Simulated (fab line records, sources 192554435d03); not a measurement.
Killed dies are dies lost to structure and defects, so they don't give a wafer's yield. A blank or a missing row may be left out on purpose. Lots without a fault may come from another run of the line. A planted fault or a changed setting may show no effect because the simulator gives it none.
Chamber matching | flow n5_finfet | N5_BEOL_M0_SAQP_PECVD_03 on pecvd-03: 3 sister chambers
The step deposits SiCN from 3MS/NH3, target thk 12 nm, time 21.1 s. 16 wafers are shown with their chamber, then 8 later ones without.

WAFERS WITH THEIR CHAMBER
wafer  | chamber | throttle_valve_pct (%) | showerhead_plenum_p_Torr (Torr)
L943.2 | 1       | 8.9                    | 3.683
L943.4 | 1       | 8.9                    | 3.669
L943.5 | 2       | 8.2                    | 3.668
L945.1 | 1       | 8.8                    | 3.667
L945.2 | 0       | 8.5                    | 3.654
L945.3 | 0       | 8.8                    | 3.674
L946.2 | 1       | 8.8                    | 3.668
L946.3 | 2       | 8.2                    | 3.676
L946.6 | 1       | 8.8                    | 3.662
L948.1 | 0       | 8.8                    | 3.665
L948.4 | 2       | 8.2                    | 3.659
L948.6 | 0       | 8.8                    | 3.663
L950.2 | 1       | 8.6                    | 3.660
L950.3 | 2       | 8.5                    | 3.668
L950.4 | 1       | 8.6                    | 3.661
L962.1 | 1       | 8.8                    | 3.671

SIGNATURES (means of the wafers above)
reading                  | chamber 0 | chamber 1 | chamber 2 | scatter within a chamber
throttle_valve_pct       | 8.725     | 8.775     | 8.275     | 0.133
showerhead_plenum_p_Torr | 3.66400   | 3.66763   | 3.66775   | 0.0075
Rule: a wafer's distance from a chamber is the root of the sum, over the readings, of the square of ((its reading less the chamber's mean) divided by the reading's scatter). The wafer belongs to the nearest chamber; if the next one is less than 2 further off, it can't be placed. The scatter: the root of (the sum of the squares of (reading less its chamber's mean) over the shown wafers, divided by (wafers less chambers)).

WAFERS WITHOUT THEIR CHAMBER
wafer  | throttle_valve_pct (%) | showerhead_plenum_p_Torr (Torr)
L962.3 | 8.7                    | 3.677
L962.4 | 8.7                    | 3.663
L963.1 | 8.5                    | 3.657
L963.5 | 8.7                    | 3.657
L963.6 | 8.7                    | 3.666
L966.2 | 8.9                    | 3.673
L966.3 | 8.3                    | 3.671
L966.6 | 8.7                    | 3.659

WHICH CHAMBER EACH WENT THROUGH
wafer  | from the rows above          | in truth
L962.3 | can't be placed: 1 or 0      | 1
L962.4 | can't be placed: 0 or 1      | 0
L963.1 | can't be placed: 0 or 2 or 1 | 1
L963.5 | can't be placed: 0 or 1      | 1
L963.6 | can't be placed: 0 or 1      | 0
L966.2 | can't be placed: 1 or 0      | 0
L966.3 | 2                            | 2
L966.6 | can't be placed: 0 or 1      | 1
Placed correctly: 1 of 8. Can't be placed from these rows: 7 (the true chamber is among the candidates in 7). Placed wrongly: 0.
